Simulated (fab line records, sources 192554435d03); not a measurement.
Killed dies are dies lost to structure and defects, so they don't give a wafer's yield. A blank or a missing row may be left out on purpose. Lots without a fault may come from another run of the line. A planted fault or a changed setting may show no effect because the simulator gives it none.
fab line records | flow n5_finfet
record lots=7 wafers=19 last_day=18
route steps=1938 shown STI_FIN_REVEAL@184 PASSIVATION@1936
lots that met no fault: from a run of the same line without faults
start_h: hours from the record's first day to the start of the lot's first wafer shown | wait_h: hours since the lot's step before | " the same as in the row above | L1.1+2: a row that stands for several wafers | - no value, or no start given | * or withheld: withheld | < > ~ a bound
route shown NAME@n: a module of which the file shows steps, and the number in the route of the first | usual: mean/standard deviation of fault-free wafers | same: alike in all rows | chamber/n: place in a boat | sites: the reading at each site | _std_site: their standard deviation | _edge_site: outer sites' mean less inner sites' | radius_mm: how far each site lies from the wafer's centre | mask NAME#n: copy n | behind: the tool/chamber that last shaped the wafer | hold: why the lot was held/for how many hours/how that ended | device: the transistor (n, p or np) that didn't switch | end of line: the same wafers' tests at the end of the route | a step without rows: its recipe alone | killed: dies lost to structure and defects at the first sort, not the wafer's yield | map: a wafer's dies, x killed, . not, _ none there
set.NAME: the setting as run; set.NAME@STEP: as run at that earlier step | model.NAME: the simulator's own value behind a step, which no gauge read
lots at some steps of the route; a table a step, a row a wafer
services: from which hour (start_h, from the record's first day; less than 0 if before it) a tool's chamber was out of use, for how many hours, and why
## steps
# step N5_STI_FIN_REVEAL_ALD_14
# recipe material=Si3N4 target_thk_a=30 temp_c=400 ald_precursor_family=SiH2I2 ald_co_reactant=N2/H2-plasma pressure_torr=2
# step N5_STI_FIN_REVEAL_FCVD_FILL_01
# recipe material=SiO2_flowable target_thk_a=3120 temp_c=100 pressure_torr=0.8 rf_w=2000 time_s=512.2
# step N5_STI_FIN_REVEAL_DENSIFY_02
# recipe temp_c=650 ambient=steam time_s=1800 idle_temp_c=400 densification_p_h2o_torr=640
# step N5_STI_FIN_REVEAL_CMP_04
# recipe stop_on=Si3N4 t_overpolish_s=4 down_force_psi=2 platen_rpm=54.18 post_cmp_clean=alkaline_brush pad_velocity_m_s=1.078 target_thk_nm=131.83
# usual motor_current_A=8.2/1 overpolish_run_s=3.999/0.0096 time_to_endpoint_s=102/3.6
# columns lot.wafer tool chamber start_h wait_h motor_current_A overpolish_run_s time_to_endpoint_s
L390.2 cmp-03 3 39.11 0.0 7.1 4.000 101
L390.1 " 1 " " 9.3 3.998 97
L390.5 " 3 " " 7.5 3.990 102
L391.4 cmp-03 1 48.98 0.1 9.6 4.014 97
L391.3 " 3 " " 7.1 3.994 98
L391.6 " 1 " " 9.7 4.008 101
L393.3 cmp-03 1 58.10 0.0 9.4 4.002 99
L393.2 " 3 " " 7.1 3.991 101
L393.6 " 1 " " 9.8 3.998 100
L402.2 cmp-02 3 112.62 0.2 8.3 4.010 102
L402.6 " 0 " " 7.9 4.008 107
L406.3 cmp-04 0 136.06 0.1 6.7 3.999 99
L406.2 " 1 " " 8.3 3.996 99
L407.3 cmp-03 3 142.68 0.1 7.0 3.994 99
L407.1 " 0 " " 9.3 4.009 101
L407.5 " 2 " " 8.1 3.999 103
L410.1 cmp-04 3 163.18 0.0 9.2 3.992 101
L410.2 " 1 " " 8.3 3.998 97
L410.3 " 2 " " 7.2 3.995 101
# step N5_STI_FIN_REVEAL_THK_MEAS_05
# usual thk_nm=131.9/1.3
# columns lot.wafer tool chamber start_h wait_h thk_nm
L390.1 film_metro-01 - 39.40 - 132.9
L390.2 " - " " 132.4
L390.5 " - " " 134.3
L391.3 film_metro-01 - 49.24 - 130.8
L391.4 " - " " 131.3
L391.6 " - " " 131.7
L393.2 film_metro-01 - 58.40 - 131.8
L393.3 " - " " 133.2
L393.6 " - " " 132.4
L402.2 film_metro-01 - 112.80 - 130.2
L402.6 " - " " 131.4
L406.2 film_metro-02 - 136.32 - 131.8
L406.3 " - " " 131.5
L407.1 film_metro-02 - 142.94 - 133.4
L407.3 " - " " 131.5
L407.5 " - " " 132.1
L410.1 film_metro-01 - 163.47 - 132.2
L410.2 " - " " 129.4
L410.3 " - " " 131.6
# step N5_STI_FIN_REVEAL_DENSIFY_30
# recipe temp_c=* time_s=* ambient=N2 idle_temp_c=600 ramp_up_c_per_s=150 ramp_down_c_per_s=60 cool_to_c=600
# usual lamp_power_pct=11.53/0.057 lamp_zone_4_pct=11.529/0.02 wafer_temp_C_max=*
# columns lot.wafer tool chamber start_h wait_h lamp_power_pct lamp_zone_4_pct wafer_temp_C_max
L390.1 rtp_anneal-01 0 39.43 0.0 11.53 11.491 *
L390.2 " 0 " " 11.56 11.511 *
L390.5 " 0 " " 11.57 11.537 *
L391.3 rtp_anneal-02 0 49.33 0.1 11.60 11.516 *
L391.4 " 0 " " 11.57 11.513 *
L391.6 " 0 " " 11.45 11.521 *
L393.2 rtp_anneal-01 0 58.69 0.3 11.60 11.506 *
L393.3 " 0 " " 11.64 11.527 *
L393.6 " 0 " " 11.59 11.477 *
L402.2 rtp_anneal-01 0 113.07 0.3 11.50 11.558 *
L402.6 " 0 " " 11.57 11.537 *
L406.2 rtp_anneal-02 0 136.64 0.3 11.62 11.543 *
L406.3 " 0 " " 11.62 11.525 *
L407.1 rtp_anneal-02 0 142.97 0.0 11.52 11.534 *
L407.3 " 0 " " 11.48 11.523 *
L407.5 " 0 " " 11.50 11.543 *
L410.1 rtp_anneal-01 0 163.50 0.0 11.50 11.527 *
L410.2 " 0 " " 11.43 11.521 *
L410.3 " 0 " " 11.62 11.541 *
# step N5_STI_FIN_REVEAL_ETCHBACK_08
# recipe chemistry=C4F6/O2 target=SiO2 target_depth_a=305 time_s=10.167 ion_energy_ev=250 pressure_mtorr=30 source_w=345 bias_w=185 Ar_flow_sccm=300 C4F6_flow_sccm=10 O2_flow_sccm=10
# step N5_STI_FIN_REVEAL_STRIP_24
# recipe chemistry=N2/H2 time_s=90 power_w=100 temp_c=40 pressure_mtorr=100 rf_frequency_hz=6e+07 bias_power_w=3 n2_flow_sccm=300 h2_flow_sccm=300
# usual bias_power_w=2.999/0.0086 drypump_motor_current_A=5.7/0.45 oes_product_au=0.78/0.1 rf_vpp_V=45.2/0.81 showerhead_plenum_p_Torr=3.33/0.068 throttle_valve_pct=12.2/0.31
# columns lot.wafer tool chamber start_h wait_h bias_power_w drypump_motor_current_A oes_product_au rf_hours_counter_h rf_vpp_V showerhead_plenum_p_Torr throttle_valve_pct
L390.1 rie_diel-06 0 39.85 0.0 2.993 5.7 0.84 70 44.5 3.27 11.8
L390.2 " 1 " " 2.996 5.8 0.73 174 45.2 3.34 12.3
L390.5 " 3 " " 2.982 6.0 0.70 - 45.0 3.36 12.5
L391.3 rie_diel-01 3 49.53 0.0 3.001 6.1 0.90 28 44.5 3.31 11.7
L391.4 " 1 " " 2.986 6.3 0.70 207 44.9 3.31 12.3
L391.6 " 0 " " 3.007 4.9 0.70 - 45.2 3.36 12.5
L393.2 rie_diel-03 1 58.90 0.0 2.994 5.9 0.69 234 45.8 3.46 12.2
L393.3 " 3 " " 3.006 5.8 0.84 60 46.4 3.44 12.3
L393.6 " 0 " " 2.998 5.2 0.74 - 45.8 3.27 12.3
L402.2 rie_diel-06 3 113.28 0.0 2.993 6.0 0.69 206 43.3 3.34 12.6
L402.6 " 1 " " 3.003 5.8 0.70 - 45.5 3.33 12.3
L406.2 rie_diel-01 2 136.86 0.0 3.000 5.8 0.93 15 44.9 3.29 11.9
L406.3 " 3 " " 2.988 6.1 0.85 58 45.1 3.29 11.7
L407.1 rie_diel-03 0 143.24 0.0 2.997 5.2 0.72 179 45.2 3.25 12.3
L407.3 " 3 " " 2.991 5.8 0.81 90 45.0 3.42 12.4
L407.5 " 2 " " 3.003 5.9 0.70 - 45.7 3.20 12.6
L410.1 rie_diel-03 3 163.75 0.0 2.992 5.8 0.79 98 45.4 3.42 12.4
L410.2 " 1 " " 2.992 5.9 0.93 16 44.8 3.44 11.6
L410.3 " 0 " " 3.005 5.2 0.71 188 43.4 3.25 12.3
# step N5_STI_FIN_REVEAL_PRECLEAN_25
# recipe chemistry=SPM time_s=90 temp_c=120 mix=4:1
# step N5_STI_FIN_REVEAL_PRECLEAN_26
# recipe chemistry=SC1 time_s=45 temp_c=46 mix=1:2:100
# step N5_STI_FIN_REVEAL_PRECLEAN_29
# recipe chemistry=DHF time_s=30 temp_c=25 dilution=300:1
# step N5_STI_FIN_REVEAL_SRD_12
# recipe time_s=30 temp_c=23 rinse_liquid=diw dry=ipa_marangoni
# step N5_STI_FIN_REVEAL_RECESS_09
# recipe chemistry=HF/NH3 target=SiO2 afs_cycles=11 target_depth_a=425 temp_c=30 sublimation_temp_c=180 sublimation_time_s=60
# usual drypump_motor_current_A=6.09/0.23
# same afs_cycles=11
# columns lot.wafer tool chamber start_h wait_h drypump_motor_current_A
L390.1 vapor_etch-02 0 40.06 0.0 5.84
L390.2 " 1 " " 6.13
L390.5 " 1 41.12 1.1 6.12
L391.3 vapor_etch-02 1 50.27 0.6 6.14
L391.4 " 0 " " 5.92
L391.6 " 0 " " 5.89
L393.2 vapor_etch-01 0 59.13 0.0 5.87
L393.3 " 0 " " 5.86
L393.6 " 1 " " 6.57
L402.2 vapor_etch-02 0 113.50 0.0 5.91
L402.6 " 0 114.56 1.1 5.90
L406.2 vapor_etch-02 0 137.07 0.0 5.92
L406.3 " 1 " " 6.14
L407.1 vapor_etch-02 0 143.46 0.0 5.93
L407.3 " 0 " " 5.94
L407.5 " 0 " " 5.98
L410.1 vapor_etch-01 0 163.97 0.0 5.89
L410.2 " 1 " " 6.55
L410.3 " 1 " " 6.56
# step N5_STI_FIN_REVEAL_STRIP_16
# recipe chemistry=H3PO4 material=SiNx temp_c=165 target_depth_a=238 overetch_fraction=0.4964 dry=ipa_marangoni
# step N5_STI_FIN_REVEAL_PRECLEAN_17
# recipe chemistry=NF3:NH3 afs_cycles=1 temp_c=30 time_s=20 sublimation_temp_c=180 sublimation_time_s=60 pressure_torr=3 rf_power_w=30
# step N5_STI_FIN_REVEAL_ETCH_34
# recipe chemistry=H2 mode=isotropic material=Si target=Si target_depth_a=9.7 temp_c=20 pressure_mtorr=4.5 icp_w=300 bias_w=0 h2_flow_sccm=7.5 he_flow_sccm=142.5
# usual drypump_motor_current_A=5.7/0.43 oes_product_au=0.999/0.018 throttle_valve_pct=26.2/0.65
# columns lot.wafer tool chamber start_h wait_h drypump_motor_current_A oes_product_au rf_hours_counter_h throttle_valve_pct
L390.1 rie_si-04 3 42.16 0.2 5.2 1.019 152 25.5
L390.2 " 0 " " 5.0 1.006 3 25.9
L390.5 " 3 " " 5.2 1.014 - 25.5
L391.3 rie_si-04 0 51.83 0.1 5.0 1.009 3 25.9
L391.4 " 2 " " 5.0 1.025 142 26.0
L391.6 " 1 " " 5.2 1.020 - 25.4
L393.2 rie_si-03 2 61.22 0.1 5.5 1.007 106 26.7
L393.3 " 1 " " 5.8 1.016 104 27.1
L393.6 " 3 " " 5.8 0.998 - 26.5
L402.2 rie_si-04 1 115.59 0.1 5.2 1.016 55 25.4
L402.6 " 3 " " 5.2 1.012 - 25.5
L406.2 rie_si-05 3 139.17 0.1 5.4 0.981 44 26.9
L406.3 " 2 " " 6.6 1.012 29 26.8
L407.1 rie_si-05 3 145.58 0.2 5.4 0.968 44 26.9
L407.3 " 1 " " 5.8 1.002 97 25.7
L407.5 " 2 " " 6.6 0.996 - 26.9
L410.1 rie_si-05 1 166.14 0.2 5.8 0.990 97 25.7
L410.2 " 3 " " 5.4 0.974 44 26.9
L410.3 " 2 " " 6.6 1.001 29 26.9
# step N5_STI_FIN_REVEAL_OXIDATION_31
# recipe chemistry=O2_PLASMA_REMOTE temp_c=150 time_s=20 pressure_mtorr=1000 source_power_w=2000 o2_flow_sccm=3000
# step N5_STI_FIN_REVEAL_PRECLEAN_32
# recipe chemistry=NF3:NH3 afs_cycles=1 temp_c=30 time_s=20 sublimation_temp_c=180 sublimation_time_s=60 pressure_torr=3 rf_power_w=30
# step N5_STI_FIN_REVEAL_STRIP_35
# recipe chemistry=H3PO4 material=Si3N4 temp_c=165 target_depth_a=40 time_s=39
# step N5_STI_FIN_REVEAL_SRD_21
# recipe dry=ipa_marangoni time_s=30 temp_c=23 rinse_liquid=diw
# step N5_STI_FIN_REVEAL_OXIDATION_33
# recipe chemistry=O2_PLASMA_REMOTE temp_c=150 time_s=20 pressure_mtorr=1000 source_power_w=2000 o2_flow_sccm=3000
# usual drypump_motor_current_A=5.6/0.52 heater_power_w=145/4.8
# columns lot.wafer tool chamber start_h wait_h drypump_motor_current_A heater_power_w rf_hours_counter_h
L390.1 plasma_asher-02 0 42.57 0.0 6.2 144 31
L390.2 " 1 " " 5.8 148 31
L390.5 " 1 " " 5.8 149 -
L391.3 plasma_asher-01 1 52.27 0.0 4.7 140 -
L391.4 " 0 " " 5.7 152 -
L391.6 " 1 " " 4.7 141 -
L393.2 plasma_asher-02 1 61.63 0.0 5.8 152 34
L393.3 " 1 " " 5.8 151 -
L393.6 " 0 " " 6.2 142 -
L402.2 plasma_asher-02 0 116.00 0.0 6.2 147 45
L402.6 " 1 " " 5.8 145 -
L406.2 plasma_asher-01 0 139.58 0.0 5.7 152 101
L406.3 " 0 " " 5.7 147 -
L407.1 plasma_asher-02 1 145.99 0.0 5.8 150 51
L407.3 " 0 " " 6.2 145 -
L407.5 " 0 " " 6.2 139 -
L410.1 plasma_asher-02 0 166.62 0.0 6.2 143 55
L410.2 " 1 " " 5.8 149 55
L410.3 " 1 " " 5.8 147 -
# step N5_STI_FIN_REVEAL_CLEAN_19
# recipe chemistry=O3/DIW temp_c=25 time_s=120 o3_ppm=10
# step N5_STI_FIN_REVEAL_SRD_23
# recipe dry=ipa_marangoni time_s=30 temp_c=23 rinse_liquid=diw
# step N5_STI_FIN_REVEAL_CD_MEAS_22
# recipe target_cd_nm=6.238 pitch_nm=28 polarity=line
# usual cd_nm=6.15/0.28
# columns lot.wafer tool chamber start_h wait_h cd_nm
L390.1 cd_sem-03 - 42.73 0.0 6.51
L390.2 " - " " 6.32
L390.5 " - " " 5.85
L391.3 cd_sem-02 - 52.41 0.0 5.73
L391.4 " - " " 6.03
L391.6 " - " " 5.17
L393.2 cd_sem-01 - 61.80 0.0 6.33
L393.3 " - " " 5.94
L393.6 " - " " 6.07
L402.2 cd_sem-03 - 116.17 0.0 6.34
L402.6 " - " " 6.42
L406.2 cd_sem-03 - 139.74 0.0 6.37
L406.3 " - " " 6.01
L407.1 cd_sem-02 - 146.16 0.0 5.83
L407.3 " - " " 5.91
L407.5 " - " " 5.73
L410.1 cd_sem-03 - 166.78 0.0 6.05
L410.2 " - " " 6.55
L410.3 " - " " 6.29
# step N5_STI_FIN_REVEAL_FIN_H_MEAS_10
# usual trench_depth_nm=51.9/0.83
# columns lot.wafer tool chamber start_h wait_h trench_depth_nm
L390.1 ocd-01 - 42.77 0.0 52.4
L390.2 " - " " 52.9
L390.5 " - " " 51.7
L391.3 ocd-02 - 52.44 0.0 51.2
L391.4 " - " " 50.7
L391.6 " - " " 50.9
L393.2 ocd-02 - 61.83 0.0 52.2
L393.3 " - " " 52.0
L393.6 " - " " 51.5
L402.2 ocd-02 - 116.20 0.0 48.5
L402.6 " - " " 50.2
L406.2 ocd-01 - 139.77 0.0 47.8
L406.3 " - " " 51.6
L407.1 ocd-01 - 146.19 0.0 49.2
L407.3 " - " " 48.9
L407.5 " - " " 47.8
L410.1 ocd-02 - 166.81 0.0 51.3
L410.2 " - " " 52.9
L410.3 " - " " 50.9
# step N5_STI_FIN_REVEAL_PRECLEAN_18
# recipe chemistry=SC2 time_s=45 temp_c=35 mix=1:1:50
# step N5_PASSIVATION_PROBE_49
# usual killed_at_M0_to_M3=35/11 killed_at_M4_up=14/5.4 killed_at_contacts=13/6 killed_at_front_end=38/11 killed_at_other=3.4/2.6 killed_dies=104/19 killed_open=68/13 killed_short=34/8.5
# same gross_dies=1180 killed_at_back_side=0
# columns lot.wafer tool chamber start_h wait_h killed_at_M0_to_M3 killed_at_M4_up killed_at_contacts killed_at_front_end killed_at_other killed_dies killed_open killed_short
L391.3 prober-01 - 319.48 0.1 42 3 12 30 3 90 58 30
L391.4 prober-01 - 319.53 0.2 37 9 20 61 6 133 83 48
L391.6 prober-01 - 319.63 0.3 75 7 15 37 9 143 83 57
L390.1 prober-02 - 320.27 0.2 41 12 2 26 3 84 52 32
L390.2 prober-02 - 320.32 0.2 41 13 14 27 2 97 62 29
L390.5 prober-02 - 320.47 0.4 39 12 3 14 1 69 46 23
L393.2 prober-01 - 353.84 0.1 24 18 12 26 4 84 57 27
L393.3 prober-01 - 353.89 0.1 29 12 15 26 8 90 66 24
L393.6 prober-01 - 354.04 0.3 41 15 16 44 1 117 73 44
L407.1 prober-02 - 408.28 0.0 40 3 12 28 4 87 61 26
L407.3 prober-02 - 408.38 0.1 26 13 22 42 3 106 70 36
L407.5 prober-02 - 408.48 0.2 34 5 10 48 2 99 68 31
L406.2 prober-01 - 410.28 0.1 29 13 30 37 3 112 84 28
L410.1 prober-01 - 422.17 0.4 17 16 10 28 4 75 47 27
L410.2 prober-01 - 422.22 0.5 28 24 10 43 2 107 64 43
L410.3 prober-01 - 422.27 0.5 27 18 8 29 6 88 62 24
# killed by level:class
L391.3 BEOL_M0_SAQP:geometric_particle:short=12 MOL_CONTACT_COAG:geometric_particle:open=10 BEOL_M2:geometric_particle:open=9 STI_FIN_REVEAL:geometric_particle:open=7 BEOL_M0_SAQP:geometric_particle:open=7 BEOL_M1:geometric_particle:open=5 BEOL_M3:geometric_particle:open=5 FIN_SAQP:geometric_particle:open=4
L391.4 STI_FIN_REVEAL:geometric_particle:open=18 FIN_SAQP:geometric_particle:short=17 MOL_CONTACT_COAG:geometric_particle:open=16 BEOL_M2:geometric_particle:open=11 FIN_SAQP:geometric_particle:open=8 BEOL_M0_SAQP:geometric_particle:short=8 BEOL_M1:geometric_particle:open=6 GATE_CUT:geometric_particle:short=4
L391.6 BEOL_M0_SAQP:geometric_particle:short=21 BEOL_M0_SAQP:geometric_particle:open=16 MOL_CONTACT_COAG:geometric_particle:open=12 BEOL_M2:geometric_particle:open=11 BEOL_M3:geometric_particle:open=9 FIN_SAQP:geometric_particle:open=7 STI_FIN_REVEAL:geometric_particle:open=7 BEOL_M3:geometric_particle:short=7
L390.1 BEOL_M3:geometric_particle:open=13 BEOL_M0_SAQP:geometric_particle:open=8 BEOL_M0_SAQP:geometric_particle:short=7 BEOL_M1:geometric_particle:open=7 STARTING-WAFER:geometric_particle:short=7 FIN_SAQP:geometric_particle:short=4 BEOL_M4:geometric_particle:open=4 GATE_CUT:geometric_particle:short=3
L390.2 MOL_CONTACT_COAG:geometric_particle:open=12 BEOL_M0_SAQP:geometric_particle:short=12 BEOL_M1:geometric_particle:open=11 BEOL_M0_SAQP:geometric_particle:open=6 BEOL_M4:geometric_particle:open=6 HKMG_FIN:area_etch=6 BEOL_M3:geometric_particle:open=5 STARTING-WAFER:geometric_particle:short=5
L390.5 BEOL_M1:geometric_particle:open=8 BEOL_M0_SAQP:geometric_particle:open=6 BEOL_M0_SAQP:geometric_particle:short=6 BEOL_M3:geometric_particle:open=6 BEOL_M4:geometric_particle:open=6 BEOL_M0:geometric_particle:short=4 BEOL_M1:geometric_particle:short=4 FIN_SAQP:geometric_particle:open=3
L393.2 BEOL_M0_SAQP:geometric_particle:open=13 BEOL_M4:geometric_particle:open=11 MOL_CONTACT_COAG:geometric_particle:open=10 BEOL_M0_SAQP:geometric_particle:short=8 FIN_SAQP:geometric_particle:short=5 FIN_SAQP:geometric_particle:open=4 STI_FIN_REVEAL:geometric_particle:open=4 DUMMY_GATE:geometric_particle:open=3
L393.3 MOL_CONTACT_COAG:geometric_particle:open=13 FIN_SAQP:geometric_particle:open=9 BEOL_M0_SAQP:geometric_particle:open=9 BEOL_M0_SAQP:geometric_particle:short=9 BEOL_M4:geometric_particle:open=6 BEOL_M2:geometric_particle:open=5 FIN_SAQP:geometric_particle:short=4 BEOL_M3:geometric_particle:open=3
L393.6 BEOL_M0_SAQP:geometric_particle:open=14 MOL_CONTACT_COAG:geometric_particle:open=14 BEOL_M0_SAQP:geometric_particle:short=12 FIN_SAQP:geometric_particle:short=7 BEOL_M1:geometric_particle:open=7 FIN_SAQP:geometric_particle:open=6 BEOL_M4:geometric_particle:open=6 STI_FIN_REVEAL:geometric_particle:open=5
L407.1 STI_FIN_REVEAL:geometric_particle:open=11 BEOL_M3:geometric_particle:open=11 MOL_CONTACT_COAG:geometric_particle:open=9 BEOL_M0_SAQP:geometric_particle:short=9 BEOL_M0_SAQP:geometric_particle:open=8 ILD0:geometric_particle:open=4 MOL_CONTACT_COAG:geometric_particle:short=3 BEOL_M1:geometric_particle:open=3
L407.3 MOL_CONTACT_COAG:geometric_particle:open=14 FIN_SAQP:geometric_particle:open=13 BEOL_M2:geometric_particle:open=10 MOL_CONTACT_COAG:geometric_particle:short=8 FIN_SAQP:geometric_particle:short=7 STI_FIN_REVEAL:geometric_particle:open=6 BEOL_M4:geometric_particle:open=4 STARTING-WAFER:geometric_particle:open=4
L407.5 BEOL_M2:geometric_particle:open=15 STI_FIN_REVEAL:geometric_particle:open=13 GATE_CUT:geometric_particle:short=7 MOL_CONTACT_COAG:geometric_particle:open=7 FIN_SAQP:geometric_particle:open=5 BEOL_M0_SAQP:geometric_particle:open=5 FIN_SAQP:geometric_particle:short=4 STI_FIN_REVEAL:geometric_particle:short=4
L406.2 MOL_CONTACT_COAG:geometric_particle:open=25 BEOL_M0_SAQP:geometric_particle:open=11 DUMMY_GATE:geometric_particle:open=8 BEOL_M5:geometric_particle:open=8 FIN_SAQP:geometric_particle:short=7 FIN_SAQP:geometric_particle:open=7 MOL_CONTACT_COAG:geometric_particle:short=5 BEOL_M2:geometric_particle:open=5
L410.1 MOL_CONTACT_COAG:geometric_particle:open=7 BEOL_M2:geometric_particle:open=6 ILD0:geometric_particle:open=5 GATE_CUT:geometric_particle:open=5 ILD0:geometric_particle:short=4 GATE_CUT:geometric_particle:short=4 MOL_CONTACT_COAG:geometric_particle:short=3 BEOL_M0_SAQP:geometric_particle:open=3
L410.2 BEOL_M4:geometric_particle:open=13 BEOL_M0_SAQP:geometric_particle:open=12 FIN_SAQP:geometric_particle:short=11 BEOL_M0_SAQP:geometric_particle:short=10 FIN_SAQP:geometric_particle:open=9 STI_FIN_REVEAL:geometric_particle:open=9 MOL_CONTACT_COAG:geometric_particle:open=8 ILD0:geometric_particle:short=4
L410.3 STI_FIN_REVEAL:geometric_particle:open=10 BEOL_M0_SAQP:geometric_particle:open=9 BEOL_M0_SAQP:geometric_particle:short=9 MOL_CONTACT_COAG:geometric_particle:open=8 FIN_SAQP:geometric_particle:open=6 FIN_SAQP:geometric_particle:short=5 BEOL_M2:geometric_particle:open=5 BEOL_M4:geometric_particle:open=5
## services
# columns tool chamber start_h hours kind
rie_diel-03 2 20.41 8.1 repair
rie_si-05 - 24.68 0.4 repair
rie_si-03 1 36.44 6.0 repair
rie_diel-01 - 36.51 0.7 repair
cmp-02 - 46.46 0.8 repair
rtp_anneal-02 - 57.36 56.7 pm
rie_si-03 - 67.54 0.3 repair
rie_diel-06 0 76.12 3.5 repair
cmp-03 - 84.56 3.3 repair
rie_si-05 2 91.24 4.4 repair
rie_diel-03 1 104.01 - clean
rie_diel-03 1 104.01 - consumable_replace:focus_ring
rie_diel-03 1 104.01 17.7 scheduled_down
cmp-03 - 112.80 4.6 pm
rtp_anneal-01 - 114.21 3.2 pm
cmp-04 - 116.23 0.2 repair
cmp-04 - 121.85 0.5 repair
rie_diel-06 2 127.22 13.3 repair
rie_diel-01 3 129.40 7.0 repair
cmp-02 - 131.24 4.0 pm
rie_diel-06 1 153.08 4.2 repair
cmp-03 - 153.58 2.2 repair
cmp-02 - 156.04 6.4 pm
cmp-03 - 160.66 1.4 repair
## key
first_sign step=N5_STI_FIN_REVEAL_FIN_H_MEAS_10 reading=trench_depth_nm direction=down sigmas=3.8 usual=51.9 struck=48.7
effect none on later readings
met_at N5_STI_FIN_REVEAL_RECESS_09
struck_wafers L402.2,L402.6,L406.2,L407.1,L407.3,L407.5
rows_end L402.2,L402.6
tester_left_out L406,L407
onset_between 50.27 113.50
fault kind=process_parameter_drift tool=vapor_etch-02 chamber=0 onset_h=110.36 steps=N5_STI_FIN_REVEAL_RECESS_09 channel=target_depth_a offset=-30.95 shape=step acts_in=these_recipes_only stated=425
# tester_left_out: of these lots the tester's yield and bins aren't shown, on N5 and GAA mostly nor the transistor test; their killed dies are dies lost to structure and defects alone, not to doping, threshold or leakage, so they don't give the yield
# rows_end: these wafers met a further fault down the route, and their rows from its step on are left out
